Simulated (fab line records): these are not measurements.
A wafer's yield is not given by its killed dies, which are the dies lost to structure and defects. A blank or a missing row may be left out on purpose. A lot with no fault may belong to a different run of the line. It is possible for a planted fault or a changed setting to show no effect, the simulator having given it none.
Matching of chambers | flow n5Finfet | rieDiel-02 running N5_BEOL_M11_ETCH_61: 4 sister chambers
The step etches SiARC in CF4, target depth 39 nm, time 65 s. 4 wafers are shown with their chamber, then 9 later ones without.

## WAFERS, EACH WITH ITS CHAMBER
wafer  | chamber | drypumpMotorCurrentA (A)
L087.4 | 1       | 4.9
L088.4 | 0       | 5.5
L088.5 | 3       | 6.2
L088.6 | 2       | 5.4

## WAFERS WHOSE CHAMBER IS MISSING
wafer  | drypumpMotorCurrentA (A)
L091.2 | 6.1
L091.4 | 5.4
L091.5 | 6.1
L093.1 | 5.6
L093.4 | 6.1
L093.5 | 6.2
L094.1 | 6.2
L094.2 | 4.9
L094.4 | 5.6

## EACH ONE'S CHAMBER
wafer  | from the rows above     | in truth
L091.2 | 3                       | 3
L091.4 | can't be placed: 2 or 0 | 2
L091.5 | 3                       | 3
L093.1 | can't be placed: 0 or 2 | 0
L093.4 | 3                       | 3
L093.5 | 3                       | 3
L094.1 | 3                       | 3
L094.2 | 1                       | 1
L094.4 | can't be placed: 0 or 2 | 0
Correct placement for 6 of the 9. From these rows, 3 cannot be placed; in 3 the true chamber is one of the candidates. Wrongly placed: 0.
How it was worked out, from the rows above alone: a wafer's distance from a chamber is the root of the sum, over the readings, of the square of ((its reading less the chamber's mean) divided by the reading's scatter). If the next closest chamber is less than 2 further off than the closest, the wafer can't be placed; otherwise it belongs to the closest. A chamber's mean is the mean of its shown wafers. The scatter (one wafer shown for each chamber): square how far every hidden wafer sits from the nearest shown wafer, average those squares and take the square root.
